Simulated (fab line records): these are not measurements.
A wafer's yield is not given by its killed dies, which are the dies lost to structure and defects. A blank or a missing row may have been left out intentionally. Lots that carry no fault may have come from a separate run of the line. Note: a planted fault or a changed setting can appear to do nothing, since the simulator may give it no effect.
Matching of chambers / flow n5-finfet / 4 sister chambers for N5_BEOL_M0_STRIP_142 on rie-diel-06
The step strips in N2/H2, time 10 s. 4 wafers are shown with their chamber, then 8 later ones without.

## WAFERS, EACH WITH ITS CHAMBER
wafer=L082.6; chamber=0; showerhead-plenum-p-Torr (Torr)=2.69
wafer=L086.4; chamber=2; showerhead-plenum-p-Torr (Torr)=2.62
wafer=L086.6; chamber=1; showerhead-plenum-p-Torr (Torr)=2.48
wafer=L088.3; chamber=3; showerhead-plenum-p-Torr (Torr)=2.46

## WAFERS WITH NO CHAMBER GIVEN
wafer=L088.4; showerhead-plenum-p-Torr (Torr)=2.62
wafer=L088.6; showerhead-plenum-p-Torr (Torr)=2.68
wafer=L090.2; showerhead-plenum-p-Torr (Torr)=2.48
wafer=L090.5; showerhead-plenum-p-Torr (Torr)=2.68
wafer=L090.6; showerhead-plenum-p-Torr (Torr)=2.48
wafer=L094.2; showerhead-plenum-p-Torr (Torr)=2.68
wafer=L094.3; showerhead-plenum-p-Torr (Torr)=2.47
wafer=L094.6; showerhead-plenum-p-Torr (Torr)=2.68

## CHAMBER TAKEN BY EACH
wafer=L088.4; from the rows above=2; in truth=2
wafer=L088.6; from the rows above=0; in truth=0
wafer=L090.2; from the rows above=1; in truth=1
wafer=L090.5; from the rows above=0; in truth=0
wafer=L090.6; from the rows above=1; in truth=1
wafer=L094.2; from the rows above=0; in truth=0
wafer=L094.3; from the rows above=can't be placed: 1 or 3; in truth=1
wafer=L094.6; from the rows above=0; in truth=0
7 of 8 placed correctly. Not placeable from these rows: 1 (in 1, the candidates include the true chamber). Number placed wrongly: 0.
How it was worked out, from the rows above alone: a wafer's distance from a chamber is the root of the sum, over the readings, of the square of ((its reading less the chamber's mean) divided by the reading's scatter). If the next closest chamber is less than 2 further off than the closest, the wafer can't be placed; otherwise it belongs to the closest. A chamber's mean is the mean of its shown wafers. The scatter (one wafer shown for each chamber): square how far every hidden wafer sits from the nearest shown wafer, average those squares and take the square root.
